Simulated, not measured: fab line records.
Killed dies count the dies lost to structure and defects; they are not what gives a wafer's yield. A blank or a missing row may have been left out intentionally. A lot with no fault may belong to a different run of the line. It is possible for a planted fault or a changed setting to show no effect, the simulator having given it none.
Matching of chambers | flow n5_finfet | 4 sister chambers for N5_BEOL_M8_ALD_77 on ald_metal-04
The step deposits TaN, target thk 2 nm, pulse time 2 s, purge time 3 s. 4 wafers are shown with their chamber, then 9 later ones without.

## WAFERS WITH THEIR CHAMBER
wafer  | chamber | heater_power_w (W)
L091.3 | 1       | 403
L089.1 | 0       | 363
L089.4 | 2       | 406
L089.6 | 3       | 352

## WAFERS MISSING THEIR CHAMBER
wafer  | heater_power_w (W)
L094.2 | 353
L094.3 | 413
L094.5 | 401
L096.2 | 360
L096.3 | 360
L096.4 | 409
L097.2 | 401
L097.3 | 352
L097.6 | 411

## WHICH CHAMBER EACH WENT THROUGH
wafer  | from the rows above     | in truth
L094.2 | 3                       | 3
L094.3 | can't be placed: 2 or 1 | 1
L094.5 | can't be placed: 1 or 2 | 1
L096.2 | can't be placed: 0 or 3 | 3
L096.3 | can't be placed: 0 or 3 | 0
L096.4 | can't be placed: 2 or 1 | 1
L097.2 | can't be placed: 1 or 2 | 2
L097.3 | 3                       | 3
L097.6 | can't be placed: 2 or 1 | 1
Correctly placed: 2 of 9. These rows do not allow placing 7 (true chamber among the candidates in 7). 0 placed wrongly.
How it was worked out, from the rows above alone: a wafer's distance from a chamber is the root of the sum, over the readings, of the square of ((its reading less the chamber's mean) divided by the reading's scatter). The wafer belongs to the nearest chamber; if the next one is less than 2 further off, it can't be placed. Each chamber's mean is taken over the wafers shown for it. The scatter (one wafer shown for each chamber): square how far every hidden wafer sits from the nearest shown wafer, average those squares and take the square root.
